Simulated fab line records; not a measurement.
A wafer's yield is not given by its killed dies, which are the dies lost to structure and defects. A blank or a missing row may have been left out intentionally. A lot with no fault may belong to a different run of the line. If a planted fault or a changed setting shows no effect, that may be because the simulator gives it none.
Chamber matching | flow n5_finfet | N5_FIN_SAQP_DESCUM_21 on rie_diel-05 has 3 sister chambers
The step chemistry O2, time 7.9 s. 6 wafers are shown with their chamber, then 6 later ones without.

== WAFERS WITH THEIR CHAMBER ==
wafer  | chamber | showerhead_plenum_p_Torr (Torr) | throttle_valve_pct (%)
L079.6 | 0       | 2.23                            | 20.06
L082.2 | 0       | 2.23                            | 20.08
L083.3 | 3       | 2.09                            | 20.46
L083.6 | 1       | 2.07                            | 20.66
L092.1 | 1       | 2.06                            | 20.70
L092.2 | 3       | 2.08                            | 20.47

== WAFERS WHOSE CHAMBER IS MISSING ==
wafer  | showerhead_plenum_p_Torr (Torr) | throttle_valve_pct (%)
L092.6 | 2.08                            | 20.46
L093.1 | 2.22                            | 20.10
L093.3 | 2.08                            | 20.48
L096.1 | 2.06                            | 20.69
L096.2 | 2.22                            | 20.11
L096.5 | 2.06                            | 20.71

== CHAMBER TAKEN BY EACH ==
wafer  | from the rows above | in truth
L092.6 | 3                   | 3
L093.1 | 0                   | 0
L093.3 | 3                   | 3
L096.1 | 1                   | 1
L096.2 | 0                   | 0
L096.5 | 1                   | 1
6 of 6 placed correctly. Number that these rows cannot place: 0. Placed wrongly: 0.
How it was worked out, from the rows above alone: a wafer's distance from a chamber is the root of the sum, over the readings, of the square of ((its reading less the chamber's mean) divided by the reading's scatter). If the next closest chamber is less than 2 further off than the closest, the wafer can't be placed; otherwise it belongs to the closest. For every chamber, the mean is computed from those of its wafers that are shown. How the scatter is found: for the shown wafers, subtract from each reading the mean of its chamber, square and add these, divide the total by (wafers less chambers), then take the root.
